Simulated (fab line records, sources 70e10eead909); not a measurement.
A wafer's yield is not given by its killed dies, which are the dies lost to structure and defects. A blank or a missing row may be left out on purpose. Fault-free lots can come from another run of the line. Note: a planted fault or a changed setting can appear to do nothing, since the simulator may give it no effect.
A lot that was struck, set against a sound lot -- flow nand-harc -- 14 out of 1302 route steps
Sound: these wafers, L804.1, L804.4, L804.6. The struck wafers were L813.1, L813.2, L813.5. At the end, the cause is stated.
Per side, at each step with rows, come the tool, then ch with its chambers, and then its first start. Under that, the readings that differ: sound wafers -- struck wafers -- difference of the means -- sigmas: that difference in standard deviations of wafers without a fault.
alike: words and numbers the same on both sides, and readings whose means are apart by under 2 such deviations; not compared: readings that were withheld, readings missing a value for some wafer, numbers with overlapping values and no deviation given by the record, and bounds like >300 which may hide the same value.
A row with sigmas, a row that says differs or no value, or rows on one side alone: a step with any of these is where the two part. Numbers that don't overlap but have no deviation are shown without sigmas and don't part them. A reading missing from all wafers of one side parts the sides only when that side holds two or more wafers.

NHARC_A_ONON_D2_THK_MEAS_08: measures by ellipsometry.
  struck on film-metro-02, day 17 04:53; sound on film-metro-02, day 13 16:06
  alike: thk-nm
next comes 1 step that has no rows for these wafers: NHARC_A_ONON_D2_DEP_09 (target thickness 1000 nm).
NHARC_A_ONON_D2_THK_MEAS_11: measures by ellipsometry.
  struck on film-metro-02, day 17 05:27; sound on film-metro-01, day 13 16:40
  alike: thk-nm
next comes 1 step that has no rows for these wafers: NHARC_A_ONON_D2_DEP_12 (target thickness 1000 nm).
NHARC_A_ONON_D2_THK_MEAS_14: measures by ellipsometry.
  struck on film-metro-02, day 17 06:02; sound on film-metro-02, day 13 17:13
  alike: thk-nm
then, 2 steps without rows for these wafers: NHARC_A_ONON_D2_ANNEAL_15 (time 3600 s); NHARC_A_ONON_D2_DEP_16 (target thk 1000 nm).
NHARC_A_ONON_D2_THK_MEAS_18: measures by ellipsometry.
  struck on film-metro-02, day 17 13:46; sound on film-metro-02, day 14 04:35
  alike: thk-nm
next comes 1 step that has no rows for these wafers: NHARC_A_ONON_D2_DEP_19 (target thickness 1000 nm).
NHARC_A_ONON_D2_THK_MEAS_21: measures by ellipsometry.
  struck on film-metro-01, day 17 14:21; sound on film-metro-02, day 14 05:09
  alike: thk-nm
next comes 1 step that has no rows for these wafers: NHARC_A_ONON_D2_DEP_22 (target thickness 1000 nm).
NHARC_A_ONON_D2_THK_MEAS_24: measures by ellipsometry.
  struck on film-metro-02, day 17 14:55; sound on film-metro-01, day 14 05:43
  alike: thk-nm
NHARC_A_ONON_D2_DEP_25: target thk 1000 nm.
  struck on pecvd-onon-04, day 17 14:58; sound on pecvd-onon-03 ch 0, day 14 05:46
  no value came back on the struck wafers for n2-flow-sccm (sccm), n2o-flow-sccm (sccm), sih4-flow-sccm (sccm); on the sound wafers n2-flow-sccm (sccm) reads 2742 2734 2742
-- the record jumps here: 12 days lie between the struck wafers' starts before and after (it left off in module A_ONON_D2 and takes up again in module END, whose first step shown is number 1302 of the route) --
NHARC_END_SORT_01:
  sound on prober-01 ch 0, day 25 04:07; struck on prober-02 ch 0, day 29 14:50
reading,sound,struck,difference,sigmas
killed-at-array,25 30 16,672 670 671,+647,+34
killed-dies,31 39 27,677 677 677,+645,+34
  alike: killed-at-other, killed-at-periphery, killed-open, killed-short

== WHERE THEY PART ==
Last at NHARC_END_SORT_01 as far as this record goes, first at NHARC_A_ONON_D2_DEP_25.

WHY: the cause the simulator had injected
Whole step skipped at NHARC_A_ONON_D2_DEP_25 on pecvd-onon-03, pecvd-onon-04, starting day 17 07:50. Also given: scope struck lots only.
